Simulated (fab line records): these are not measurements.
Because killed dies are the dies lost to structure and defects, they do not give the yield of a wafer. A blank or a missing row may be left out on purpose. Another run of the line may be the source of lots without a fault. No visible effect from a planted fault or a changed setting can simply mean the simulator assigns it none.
fab line records | flow n5_finfet
record: lots: 7 wafers: 21
route steps=1938 shown GATE_CUT@484 MOL_CONTACT_COAG@523
start_h: hours from the record's opening day to when the first of the lot's shown wafers began | wait_h: time in hours since the lot's previous step | " the same as in the row above | L1.1+2: several wafers, shown together as one row | - either no value or no given start | * or withheld: withheld | < > ~ a bound
route shown NAME@n: NAME is a module with steps in the file, n the number in the route of the first one | usual: the fault-free wafers' mean and standard deviation | same: alike in all rows | chamber/n: place in a boat | sites: per-site readings | _std_site: standard deviation across them | _edge_site: the outer-site mean with the inner-site mean subtracted | radius_mm: how far each site lies from the wafer's centre | mask NAME#n: copy n | behind: the tool/chamber that last shaped the wafer | hold: cause of the lot's hold/its duration in hours/its outcome | device: the transistor (n, p or np) that didn't switch | end of line: tests run on the same wafers once the route is complete | for a step that has no rows: nothing shown but its recipe | killed: at the first sort, the dies lost to defects and structure; wafer yield is something else | map: dies across one wafer; x = killed, . = not, _ = none there
set.NAME: the setting that was run; set.NAME@STEP: the one run at that earlier step | model.NAME: the simulator's own value behind a step, which no gauge read
lots whose settings were changed on purpose; a table a step, a row a wafer
== steps ==
step: N5_GATE_CUT_EXPOSE_10
recipe: mask_id: GATE_CUT na: 0.33 source_shape: annular sigma_inner: 0.35 sigma_outer: 0.8 polarization: unpolarized target_cd_nm: 20 dose_mj: 43.25
columns lot.wafer tool chamber start_h wait_h mask set.dose_mj
L075.2+5+6 euv_scanner-02 0 86.71 - GATE_CUT#0 43.25
L076.4+6 euv_scanner-01 0 95.56 - GATE_CUT#0 43.25
L076.5 " 0 " " GATE_CUT#0 44.99
L081.2 euv_scanner-02 0 124.98 - GATE_CUT#0 43.25
L081.3+4 " 0 " " GATE_CUT#0 40.32
L082.1+5 euv_scanner-02 0 129.05 - GATE_CUT#0 41.51
L082.3 " 0 " " GATE_CUT#0 43.25
L083.4+5 euv_scanner-01 0 135.36 - GATE_CUT#0 40.89
L083.6 " 0 " " GATE_CUT#0 43.25
L096.2+3+4 euv_scanner-02 0 215.34 - GATE_CUT#0 43.25
L097.2 euv_scanner-01 0 221.06 - GATE_CUT#0 43.25
L097.3+5 " 0 " " GATE_CUT#0 40.31
step: N5_GATE_CUT_PEB_11
recipe: peb_temp_c: 100 peb_time_s: 60 resist: CAR-EUV
step: N5_GATE_CUT_DEVELOP_12
recipe: develop_time_s: 30 developer: TMAH resist: CAR-EUV rinse_liquid: surfactant_rinse dry: air_spin dev_temp_c: 23
step: N5_GATE_CUT_CD_MEAS_13
recipe: target_cd_nm: 20 landing_energy_ev: 500 detector: se_inlens
usual: cd_nm: 20.04/0.27
columns lot.wafer tool chamber start_h wait_h set.dose_mj@GATE_CUT_EXPOSE_10 cd_nm
L075.2 cd_sem-01 0 86.85 - 43.25 20.23
L075.5 " 0 " " 43.25 20.37
L075.6 " 0 " " 43.25 20.17
L076.4 cd_sem-03 0 95.68 - 43.25 19.92
L076.5 " 0 " " 44.99 20.77
L076.6 " 0 " " 43.25 19.78
L081.2 cd_sem-02 0 125.10 - 43.25 20.40
L081.3 " 0 " " 40.32 18.57
L081.4 " 0 " " 40.32 18.64
L082.1 cd_sem-02 0 129.18 - 41.51 18.84
L082.3 " 0 " " 43.25 20.14
L082.5 " 0 " " 41.51 19.00
L083.4 cd_sem-03 0 135.48 - 40.89 18.89
L083.5 " 0 " " 40.89 19.05
L083.6 " 0 " " 43.25 20.25
L096.2 cd_sem-02 0 215.47 - 43.25 20.07
L096.3 " 0 " " 43.25 20.55
L096.4 " 0 " " 43.25 19.98
L097.2 cd_sem-03 0 221.19 - 43.25 19.51
L097.3 " 0 " " 40.31 18.23
L097.5 " 0 " " 40.31 17.96
step: N5_GATE_CUT_DESCUM_18
recipe: chemistry: O2 time_s: 7 source_power_w: 50 bias_power_w: 20 pressure_mtorr: 20 rf_frequency_hz: 2.712e+07 temp_c: 40 resist: CAR-EUV o2_flow_sccm: 225
columns lot.wafer tool chamber start_h wait_h set.dose_mj@GATE_CUT_EXPOSE_10 model.GATE_CUT.cd_nm
L075.2 rie_diel-04 1 86.98 0.0 43.25 20
L075.5+6 " 1,2 " " 43.25 20.2
L076.4 rie_diel-04 3 95.80 0.0 43.25 20.2
L076.5 " 3 " " 44.99 21
L076.6 " 0 " " 43.25 20
L081.2 rie_diel-04 3 125.22 0.0 43.25 20
L081.3 " 0 " " 40.32 18.2
L081.4 " 1 " " 40.32 18.4
L082.1+5 rie_diel-04 1,3 130.03 0.8 41.51 19
L082.3 " 0 " " 43.25 19.8
L083.4 rie_diel-05 1 135.89 0.3 40.89 19
L083.5 " 3 " " 40.89 18.8
L083.6 " 2 " " 43.25 20.2
L096.2 rie_diel-05 2 215.59 0.0 43.25 20.2
L096.3 " 0 " " 43.25 20.4
L096.4 " 3 " " 43.25 20
L097.2 rie_diel-05 0 221.31 0.0 43.25 19.8
L097.3 " 2 " " 40.31 18.2
L097.5 " 3 " " 40.31 18.4
step: N5_GATE_CUT_ETCH_28
recipe: chemistry: N2/H2 target: underlayer target_depth_a: 130 mask_material: CAR-EUV time_s: 10.4 ion_energy_ev: 200 pressure_mtorr: 30 source_w: 840 bias_w: 150 n2_flow_sccm: 200 h2_flow_sccm: 200 ends: cleared
columns lot.wafer tool chamber start_h wait_h set.dose_mj@GATE_CUT_EXPOSE_10 model.GATE_CUT.cd_nm
L075.2+5+6 rie_diel-04 1,1,2 87.01 0.0 43.25 20.2
L076.4 rie_diel-04 3 95.83 0.0 43.25 20.4
L076.5 " 3 " " 44.99 21.2
L076.6 " 0 " " 43.25 20
L081.2 rie_diel-04 3 125.26 0.0 43.25 20.2
L081.3 " 0 " " 40.32 18.2
L081.4 " 1 " " 40.32 18.4
L082.1 rie_diel-04 1 130.06 0.0 41.51 19
L082.3 " 0 " " 43.25 19.8
L082.5 " 3 " " 41.51 19.2
L083.4 rie_diel-05 1 135.91 0.0 40.89 19
L083.5 " 3 " " 40.89 18.6
L083.6 " 2 " " 43.25 20.2
L096.2 rie_diel-05 2 215.62 0.0 43.25 20.2
L096.3 " 0 " " 43.25 20.4
L096.4 " 3 " " 43.25 20
L097.2 rie_diel-05 0 221.34 0.0 43.25 20
L097.3+5 " 2,3 " " 40.31 18.4
step: N5_GATE_CUT_ETCH_36
recipe: chemistry: CF4 target: SiARC target_depth_a: 130 mask_material: CAR-EUV time_s: 21.7 ion_energy_ev: 80 pressure_mtorr: 40 source_w: 545 bias_w: 36 Ar_flow_sccm: 100 cf4_flow_sccm: 100 ends: cleared
columns lot.wafer tool chamber start_h wait_h set.dose_mj@GATE_CUT_EXPOSE_10 model.GATE_CUT.cd_nm
L075.2 rie_diel-04 1 87.03 0.0 43.25 20
L075.5+6 " 1,2 " " 43.25 20.2
L076.4 rie_diel-04 3 95.85 0.0 43.25 20.6
L076.5 " 3 " " 44.99 21.2
L076.6 " 0 " " 43.25 20
L081.2 rie_diel-04 3 125.28 0.0 43.25 20.2
L081.3 " 0 " " 40.32 18.2
L081.4 " 1 " " 40.32 18.4
L082.1 rie_diel-04 1 130.08 0.0 41.51 19
L082.3 " 0 " " 43.25 19.8
L082.5 " 3 " " 41.51 19.2
L083.4 rie_diel-05 1 135.94 0.0 40.89 19
L083.5 " 3 " " 40.89 18.8
L083.6 " 2 " " 43.25 20.2
L096.2+4 rie_diel-05 2,3 215.64 0.0 43.25 20
L096.3 " 0 " " 43.25 20.2
L097.2 rie_diel-05 0 221.36 0.0 43.25 19.8
L097.3 " 2 " " 40.31 18.2
L097.5 " 3 " " 40.31 18.4
step: N5_GATE_CUT_ETCH_37
recipe: chemistry: N2/H2 target: SOC target_depth_a: 600 overetch_a: 120 mask_material: SiARC temp_c: 40 time_s: 90 ion_energy_ev: 200 pressure_mtorr: 30 source_w: 840 bias_w: 150 n2_flow_sccm: 200 h2_flow_sccm: 200
columns lot.wafer tool chamber start_h wait_h set.spin_rpm@GATE_CUT_COAT_34 model.etch.depth_nm
L075.2 rie_diel-04 1 87.06 0.0 1500 59.92
L075.5 " 1 " " 1500 59.9
L075.6 " 2 " " 1500 59.82
L076.4 rie_diel-04 3 95.88 0.0 1636 57.38
L076.5 " 3 " " 1500 59.97
L076.6 " 0 " " 1636 57.47
L081.2 rie_diel-04 3 125.30 0.0 1500 60.13
L081.3 " 0 " " 1500 60.24
L081.4 " 1 " " 1500 60.01
L082.1 rie_diel-04 1 130.11 0.0 1399 61.9
L082.3 " 0 " " 1399 61.62
L082.5 " 3 " " 1399 61.75
L083.4 rie_diel-05 1 135.98 0.0 1500 59.76
L083.5 " 3 " " 1405 61.75
L083.6 " 2 " " 1500 59.94
L096.2 rie_diel-05 2 215.67 0.0 1625 57.63
L096.3 " 0 " " 1625 57.61
L096.4 " 3 " " 1500 59.98
L097.2 rie_diel-05 0 221.39 0.0 1563 59.02
L097.3 " 2 " " 1500 60.03
L097.5 " 3 " " 1563 58.85
step: N5_GATE_CUT_STRIP_38
recipe: chemistry: N2/H2 temp_c: 40 n2_flow_sccm: 200 h2_flow_sccm: 200 rf_frequency_hz: 6e+07
step: N5_GATE_CUT_STRIP_39
recipe: chemistry: N2/H2 temp_c: 40 n2_flow_sccm: 200 h2_flow_sccm: 200 rf_frequency_hz: 6e+07
step: N5_GATE_CUT_HM_OPEN_40
recipe: chemistry: C4F6/O2 target: SiO2 mask_material: SiARC target_depth_a: 1390 time_s: 85.1 ion_energy_ev: 250 pressure_mtorr: 30 source_w: 345 bias_w: 185 Ar_flow_sccm: 300 C4F6_flow_sccm: 10 O2_flow_sccm: 10 ends: cleared
columns lot.wafer tool chamber start_h wait_h set.spin_rpm@GATE_CUT_COAT_34 model.SOC_of_GATE_CUT_COAT_34.thk_nm
L075.2 rie_diel-04 1 87.14 0.0 1500 32.6
L075.5 " 1 " " 1500 31.8
L075.6 " 2 " " 1500 32.4
L076.4 rie_diel-04 3 95.96 0.0 1636 29.2
L076.5 " 3 " " 1500 32
L076.6 " 0 " " 1636 30.2
L081.2 rie_diel-04 3 125.39 0.0 1500 32.6
L081.3 " 0 " " 1500 33
L081.4 " 1 " " 1500 32
L082.1 rie_diel-04 1 130.19 0.0 1399 34.8
L082.3 " 0 " " 1399 35
L082.5 " 3 " " 1399 34.2
L083.4 rie_diel-05 1 136.06 0.0 1500 32.2
L083.5 " 3 " " 1405 33.8
L083.6 " 2 " " 1500 31.6
L096.2 rie_diel-05 2 215.75 0.0 1625 30
L096.3 " 0 " " 1625 30.2
L096.4 " 3 " " 1500 32.2
L097.2 rie_diel-05 0 221.47 0.0 1563 31.6
L097.3 " 2 " " 1500 32
L097.5 " 3 " " 1563 31.4
step: N5_GATE_CUT_STRIP_41
recipe: chemistry: CF4 resist: SiARC power_w: 300 bias_power_w: 75 pressure_mtorr: 50 cf4_flow_sccm: 150 rf_frequency_hz: 6e+07
step: N5_GATE_CUT_STRIP_42
recipe: chemistry: O2 power_w: 400 temp_c: 40 pressure_mtorr: 30 rf_frequency_hz: 6e+07 bias_power_w: 0 overash_fraction: 0.3 o2_flow_sccm: 225
step: N5_GATE_CUT_CUT_ETCH_54
recipe: chemistry: Cl2/BCl3 target: TiN mask_material: SiO2 target_depth_a: 967 pressure_mtorr: 10 icp_w: 1000 bias_w: 126 Cl2_flow_sccm: 53.25 bcl3_flow_sccm: 21.75 Ar_flow_sccm: 25 ends: cleared
step: N5_GATE_CUT_CUT_ETCH_55
recipe: chemistry: BCl3 target: HfO2 mask_material: SiO2 target_depth_a: 32 ion_energy_ev: 30 pressure_mtorr: 5 icp_w: 450 bias_w: 18 bcl3_flow_sccm: 80
step: N5_GATE_CUT_ETCH_47
recipe: chemistry: Cl2/BCl3 target: SiO2 target_depth_a: 100 pressure_mtorr: 10 icp_w: 1000 bias_w: 126 Cl2_flow_sccm: 53.25 bcl3_flow_sccm: 21.75 Ar_flow_sccm: 25
columns lot.wafer tool chamber start_h wait_h set.dose_mj@GATE_CUT_EXPOSE_10 model.GATE_CUT.cd_nm
L075.2 rie_metal-01 0 87.52 0.0 43.25 19.8
L075.5 " 1 " " 43.25 21.2
L075.6 " 0 " " 43.25 20.4
L076.4 rie_metal-03 0 96.35 0.0 43.25 20.4
L076.5 " 0 " " 44.99 21.4
L076.6 " 1 " " 43.25 19.6
L081.2 rie_metal-03 1 125.77 0.0 43.25 20.6
L081.3 " 1 " " 40.32 18.4
L081.4 " 0 " " 40.32 18.8
L082.1 rie_metal-01 1 130.57 0.0 41.51 19.6
L082.3 " 1 " " 43.25 20.4
L082.5 " 0 " " 41.51 18.8
L083.4 rie_metal-01 0 136.59 0.1 40.89 18.4
L083.5 " 0 " " 40.89 18.8
L083.6 " 0 " " 43.25 20
L096.2 rie_metal-01 1 216.13 0.0 43.25 19.6
L096.3 " 1 " " 43.25 20.2
L096.4 " 0 " " 43.25 19.8
L097.2 rie_metal-01 1 222.01 0.1 43.25 20.2
L097.3 " 1 " " 40.31 18.2
L097.5 " 1 " " 40.31 18.4
step: N5_MOL_CONTACT_COAG_EXPOSE_05
recipe: mask_id: CA na: 0.33 source_shape: annular sigma_inner: 0.4 sigma_outer: 0.8 polarization: unpolarized defocus_nm: 0 dose_mj: 38.25
columns lot.wafer tool chamber start_h wait_h mask set.dose_mj
L075.2+5+6 euv_scanner-01 0 90.86 - CA#0 38.25
L076.4+5+6 euv_scanner-01 0 100.61 - CA#0 38.25
L081.2+3+4 euv_scanner-02 0 128.80 - CA#0 38.25
L082.1 euv_scanner-02 0 133.56 - CA#0 35.74
L082.3+5 " 0 " " CA#0 38.25
L083.4+5+6 euv_scanner-02 0 139.69 - CA#0 39.21
L096.2+4 euv_scanner-02 0 219.26 - CA#0 40.43
L096.3 " 0 " " CA#0 38.25
L097.2 euv_scanner-01 0 225.24 - CA#0 37.05
L097.3+5 " 0 " " CA#0 38.25
step: N5_MOL_CONTACT_COAG_PEB_06
recipe: peb_temp_c: 100 peb_time_s: 60 resist: CAR-EUV
step: N5_MOL_CONTACT_COAG_DEVELOP_07
recipe: develop_time_s: 30 developer: TMAH resist: CAR-EUV rinse_liquid: surfactant_rinse dry: air_spin dev_temp_c: 23
step: N5_MOL_CONTACT_COAG_CD_MEAS_08
recipe: target_cd_nm: 28 landing_energy_ev: 500 detector: se_inlens polarity: opening
usual: cd_nm: 28.04/0.25
columns lot.wafer tool chamber start_h wait_h set.dose_mj@MOL_CONTACT_COAG_EXPOSE_05 cd_nm
L075.2 cd_sem-01 0 90.99 - 38.25 27.83
L075.5 " 0 " " 38.25 28.04
L075.6 " 0 " " 38.25 28.03
L076.4 cd_sem-02 0 100.73 - 38.25 28.15
L076.5 " 0 " " 38.25 27.83
L076.6 " 0 " " 38.25 28.20
L081.2 cd_sem-02 0 128.92 - 38.25 27.99
L081.3 " 0 " " 38.25 27.85
L081.4 " 0 " " 38.25 28.01
L082.1 cd_sem-02 0 133.69 - 35.74 26.59
L082.3 " 0 " " 38.25 28.12
L082.5 " 0 " " 38.25 28.22
L083.4 cd_sem-03 0 139.81 - 39.21 28.80
L083.5 " 0 " " 39.21 28.41
L083.6 " 0 " " 39.21 28.14
L096.2 cd_sem-01 0 219.38 - 40.43 29.25
L096.3 " 0 " " 38.25 27.96
L096.4 " 0 " " 40.43 29.36
L097.2 cd_sem-01 0 225.36 - 37.05 27.47
L097.3 " 0 " " 38.25 28.13
L097.5 " 0 " " 38.25 27.85
step: N5_MOL_CONTACT_COAG_DESCUM_13
recipe: chemistry: O2 time_s: 7 source_power_w: 50 bias_power_w: 20 pressure_mtorr: 20 rf_frequency_hz: 2.712e+07 temp_c: 40 resist: CAR-EUV o2_flow_sccm: 225
step: N5_MOL_CONTACT_COAG_ETCH_59
recipe: chemistry: N2/H2 target: underlayer target_depth_a: 130 mask_material: CAR-EUV time_s: 10.4 ion_energy_ev: 200 pressure_mtorr: 30 source_w: 840 bias_w: 150 n2_flow_sccm: 200 h2_flow_sccm: 200 ends: cleared
columns lot.wafer tool chamber start_h wait_h set.dose_mj@MOL_CONTACT_COAG_EXPOSE_05 model.MOL_CONTACT_COAG.cd_offset_nm
L075.2+5+6 rie_diel-03 2,3,2 91.14 0.0 38.25 0.2
L076.4+5 rie_diel-03 0,2 100.88 0.0 38.25 0.2
L076.6 " 3 " " 38.25 0.4
L081.2 rie_diel-02 2 129.08 0.0 38.25 -0.4
L081.3 " 3 " " 38.25 0
L081.4 " 0 " " 38.25 -0.2
L082.1 rie_diel-06 0 133.94 0.0 35.74 -1.4
L082.3 " 2 " " 38.25 0
L082.5 " 1 " " 38.25 -0.2
L083.4+5+6 rie_diel-02 2,1,2 140.16 0.0 39.21 0.6
L096.2 rie_diel-02 3 219.85 0.0 40.43 1.2
L096.3 " 0 " " 38.25 0.2
L096.4 " 0 " " 40.43 1.4
L097.2 rie_diel-06 0 225.67 0.0 37.05 -0.4
L097.3+5 " 1,0 " " 38.25 0
step: N5_MOL_CONTACT_COAG_ETCH_105
recipe: chemistry: CF4 target: SiARC target_depth_a: 156 mask_material: CAR-EUV time_s: 26 ion_energy_ev: 80 pressure_mtorr: 40 source_w: 545 bias_w: 36 Ar_flow_sccm: 100 cf4_flow_sccm: 100 ends: cleared
usual: rf_vpp_V: 184.2/1.3
columns lot.wafer tool chamber start_h wait_h set.bias_w set.dose_mj@MOL_CONTACT_COAG_EXPOSE_05 rf_vpp_V model.MOL_CONTACT_COAG.cd_offset_nm
L075.2 rie_diel-03 2 91.16 0.0 36 38.25 184.7 0.2
L075.5 " 3 " " 36 38.25 185.1 0
L075.6 " 2 " " 36 38.25 183.0 0.2
L076.4 rie_diel-03 0 100.90 0.0 36 38.25 183.5 0.2
L076.5 " 2 " " 41.04 38.25 199.0 0.2
L076.6 " 3 " " 41.04 38.25 201.4 0.2
L081.2 rie_diel-02 2 129.10 0.0 36 38.25 183.7 -0.6
L081.3 " 3 " " 36 38.25 184.5 0
L081.4 " 0 " " 36 38.25 182.9 -0.4
L082.1 rie_diel-06 0 133.96 0.0 36 35.74 184.4 -1.2
L082.3 " 2 " " 36 38.25 182.7 0
L082.5 " 1 " " 40.56 38.25 197.1 -0.4
L083.4 rie_diel-02 2 140.18 0.0 36 39.21 184.1 0.6
L083.5 " 1 " " 34.37 39.21 179.0 0.6
L083.6 " 2 " " 34.37 39.21 179.1 0.6
L096.2 rie_diel-02 3 219.87 0.0 39.78 40.43 195.8 1.2
L096.3 " 0 " " 39.78 38.25 195.0 0.2
L096.4 " 0 " " 36 40.43 183.6 1.4
L097.2 rie_diel-06 0 225.69 0.0 39.73 37.05 197.0 -0.6
L097.3 " 1 " " 36 38.25 182.7 -0.2
L097.5 " 0 " " 39.73 38.25 198.2 0
step: N5_MOL_CONTACT_COAG_VIA_ETCH_46
recipe: chemistry: C4F6/O2 target_depth_a: 460 overetch_a: 92 mask_material: SOC target: SiO2 bias_w: 455 pressure_mtorr: 10 time_s: 40 source_w: 325 Ar_flow_sccm: 300 C4F6_flow_sccm: 10 O2_flow_sccm: 10 ion_energy_ev: 575.3 ends: end_point
usual: rf_vpp_V: 1583/24
columns lot.wafer tool chamber start_h wait_h set.bias_w rf_vpp_V
L075.2 rie_diel-03 0 103.49 0.0 455 1574
L075.5 " 0 " " 455 1573
L075.6 " 1 " " 455 1537
L076.4 rie_diel-06 0 110.88 0.0 433.1 1515
L076.5 " 3 " " 433.1 1504
L076.6 " 2 " " 455 1558
L081.2 rie_diel-03 1 140.47 0.0 525.3 1709
L081.3 " 2 " " 455 1554
L081.4 " 3 " " 525.3 1780
L082.1 rie_diel-02 0 145.18 0.0 455 1589
L082.3 " 1 " " 455 1609
L082.5 " 1 " " 455 1608
L083.4 rie_diel-03 0 149.29 0.0 455 1575
L083.5 " 3 " " 514.7 1754
L083.6 " 2 " " 455 1557
L096.2 rie_diel-02 0 228.84 0.0 455 1589
L096.3 " 2 " " 510.3 1733
L096.4 " 2 " " 455 1590
L097.2 rie_diel-06 1 235.16 0.0 455 1644
L097.3 " 3 " " 455 1560
L097.5 " 0 " " 455 1571
== key ==
split: step: N5_GATE_CUT_EXPOSE_10 setting: dose_mj stated: 43.25 by: wafer
response: step: N5_GATE_CUT_CD_MEAS_13 reading: cd_nm change: +0.242 per: 1% r: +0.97
response: step: N5_GATE_CUT_DESCUM_18 reading: model.GATE_CUT.cd_nm change: +0.231 per: 1% r: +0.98
response: step: N5_GATE_CUT_ETCH_28 reading: model.GATE_CUT.cd_nm change: +0.248 per: 1% r: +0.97
response: step: N5_GATE_CUT_ETCH_36 reading: model.GATE_CUT.cd_nm change: +0.237 per: 1% r: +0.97
response: step: N5_GATE_CUT_ETCH_47 reading: model.GATE_CUT.cd_nm change: +0.289 per: 1% r: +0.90
split: step: N5_MOL_CONTACT_COAG_EXPOSE_05 setting: dose_mj stated: 38.25 by: wafer
response: step: N5_MOL_CONTACT_COAG_CD_MEAS_08 reading: cd_nm change: +0.231 per: 1% r: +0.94
response: step: N5_MOL_CONTACT_COAG_ETCH_59 reading: model.MOL_CONTACT_COAG.cd_offset_nm change: +0.188 per: 1% r: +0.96
response: step: N5_MOL_CONTACT_COAG_ETCH_105 reading: model.MOL_CONTACT_COAG.cd_offset_nm change: +0.169 per: 1% r: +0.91
split: step: N5_MOL_CONTACT_COAG_ETCH_105 setting: bias_w stated: 36 by: wafer
response: step: N5_MOL_CONTACT_COAG_ETCH_105 reading: rf_vpp_V change: +1.19 per: 1% r: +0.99
split: step: N5_MOL_CONTACT_COAG_VIA_ETCH_46 setting: bias_w stated: 455 by: wafer
response: step: N5_MOL_CONTACT_COAG_VIA_ETCH_46 reading: rf_vpp_V change: +12.7 per: 1% r: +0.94
split outside_this_file step=N5_GATE_CUT_COAT_34 setting=spin_rpm
split outside_this_file: this setting was split too, and the file shows its column; the key of that split is in another file
